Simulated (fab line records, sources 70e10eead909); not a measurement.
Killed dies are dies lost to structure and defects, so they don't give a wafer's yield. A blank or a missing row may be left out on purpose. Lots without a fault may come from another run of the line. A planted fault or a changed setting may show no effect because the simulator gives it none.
Which tool did it? | flow nand_harc | 12 lots, 36 wafers sampled, at 2 steps of a route of 1159

WHAT THE GAUGES READ, wafer by wafer
NHARC_A_M0_THK_MEAS_24: measures by xrf.
lot  | measured     | on            | thk_nm (nm)
L075 | day 17 14:47 | film_metro-01 | 115.8 116.2 114.3
L076 | day 18 08:40 | film_metro-02 | 118.1 114.3 114.9
L078 | day 18 15:35 | film_metro-02 | 115.6 114.1 115.4
L081 | day 20 00:29 | film_metro-02 | 112.5 111.6 115.5
L084 | day 20 03:05 | film_metro-02 | 115.3 112.8 115.8
L083 | day 20 14:29 | film_metro-01 | 114.5 112.9 115.7
L087 | day 21 00:14 | film_metro-02 | 113.2 112.8 112.8
L089 | day 21 07:38 | film_metro-01 | 112.7 112.5 113.3
L091 | day 21 20:58 | film_metro-02 | 114.4 115.2 113.1
L092 | day 22 09:03 | film_metro-01 | 115.1 114.1 113.3
L095 | day 22 18:10 | film_metro-02 | 114.4 113.3 112.8
L097 | day 23 08:26 | film_metro-02 | 113.1 116.3 116.2

WHICH TOOL RAN EACH LOT (tool, then ch and the chambers of the sampled wafers, then the start)
lot  | NHARC_A_CONTACT_ETCH_138
L075 | har_cap_etch-02 ch 0,1, day 17 01:52
L076 | har_cap_etch-03 ch 0,1, day 17 14:58
L078 | har_cap_etch-01 ch 0,1, day 17 23:01
L081 | har_cap_etch-02 ch 0,1, day 18 18:00
L084 | har_cap_etch-03 ch 0,1, day 19 09:25
L083 | har_cap_etch-03 ch 1, day 20 01:46
L087 | har_cap_etch-01 ch 0,1, day 20 11:47
L089 | har_cap_etch-01 ch 0, day 20 16:57
L091 | har_cap_etch-01 ch 0,1, day 21 07:35
L092 | har_cap_etch-01 ch 0,1, day 21 22:23
L095 | har_cap_etch-02 ch 0,1, day 22 05:59
L097 | har_cap_etch-01 ch 0,1, day 22 20:57
- NHARC_A_CONTACT_ETCH_138: etches the open film in C4F8/O2/Ar, time 132 s, target depth 1289 nm.

THE ANSWER, worked out from the rows above alone
Rule: what is usual is taken from the lots themselves. Put in order of their means at a reading, lots are off if they are a third of the lots or fewer, leave a main group of 4 or more, and stand apart from it by a gap of 3 or more times the standard deviation of the main group's means; of several such gaps the widest counts. A main group whose means are all the same, to the digits that the tables above print for the reading, isn't used. A lot without any number at a reading at which 4 lots or more have one is off too. The other lots that the step has rows for count as sound.
No lot is off at any reading shown: from this, nothing can be told.

WHAT THE SIMULATOR HAD PUT IN
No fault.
